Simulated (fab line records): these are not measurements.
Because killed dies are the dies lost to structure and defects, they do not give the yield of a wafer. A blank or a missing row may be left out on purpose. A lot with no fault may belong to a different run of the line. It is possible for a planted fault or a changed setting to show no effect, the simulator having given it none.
Chamber matching / flow nand harc / NHARC_A_ZERO_WELL_ETCH_13 on rie si-02 has 4 sister chambers
The step etches the open film in HBr/Cl2, target depth 120 nm, time 40.1 s. 8 wafers are shown with their chamber, then 8 later ones without.

== WAFERS, EACH WITH ITS CHAMBER ==
wafer=L079.6; chamber=2; drypump motor current A (A)=6.5; throttle valve pct (%)=26.394
wafer=L082.1; chamber=3; drypump motor current A (A)=5.5; throttle valve pct (%)=26.414
wafer=L082.4; chamber=0; drypump motor current A (A)=5.2; throttle valve pct (%)=26.393
wafer=L082.6; chamber=2; drypump motor current A (A)=6.4; throttle valve pct (%)=26.395
wafer=L085.1; chamber=1; drypump motor current A (A)=6.0; throttle valve pct (%)=26.409
wafer=L085.2; chamber=0; drypump motor current A (A)=5.2; throttle valve pct (%)=26.404
wafer=L085.3; chamber=3; drypump motor current A (A)=5.5; throttle valve pct (%)=26.420
wafer=L094.1; chamber=1; drypump motor current A (A)=6.1; throttle valve pct (%)=26.404

== WAFERS WITH NO CHAMBER GIVEN ==
wafer=L094.2; drypump motor current A (A)=5.2; throttle valve pct (%)=26.395
wafer=L094.4; drypump motor current A (A)=6.4; throttle valve pct (%)=26.397
wafer=L096.1; drypump motor current A (A)=6.5; throttle valve pct (%)=26.419
wafer=L096.2; drypump motor current A (A)=5.5; throttle valve pct (%)=26.399
wafer=L096.6; drypump motor current A (A)=5.3; throttle valve pct (%)=26.397
wafer=L097.2; drypump motor current A (A)=5.5; throttle valve pct (%)=26.388
wafer=L097.3; drypump motor current A (A)=5.3; throttle valve pct (%)=26.405
wafer=L097.6; drypump motor current A (A)=6.5; throttle valve pct (%)=26.402

== THE CHAMBER EACH PASSED THROUGH ==
wafer=L094.2; from the rows above=0; in truth=0
wafer=L094.4; from the rows above=2; in truth=2
wafer=L096.1; from the rows above=2; in truth=2
wafer=L096.2; from the rows above=3; in truth=3
wafer=L096.6; from the rows above=0; in truth=0
wafer=L097.2; from the rows above=can't be placed: 3 or 0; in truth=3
wafer=L097.3; from the rows above=0; in truth=0
wafer=L097.6; from the rows above=2; in truth=2
Correctly placed: 7 of 8. Can't be placed from these rows: 1 (the true chamber is among the candidates in 1). Wrongly placed: 0.
How it was worked out, from the rows above alone: a wafer's distance from a chamber is the root of the sum, over the readings, of the square of ((its reading less the chamber's mean) divided by the reading's scatter). The wafer belongs to the nearest chamber; if the next one is less than 2 further off, it can't be placed. A chamber's mean is the mean of its shown wafers. The scatter is the square root of a quotient: the sum, over the shown wafers, of each reading's squared deviation from its chamber's mean, divided by wafers minus chambers.
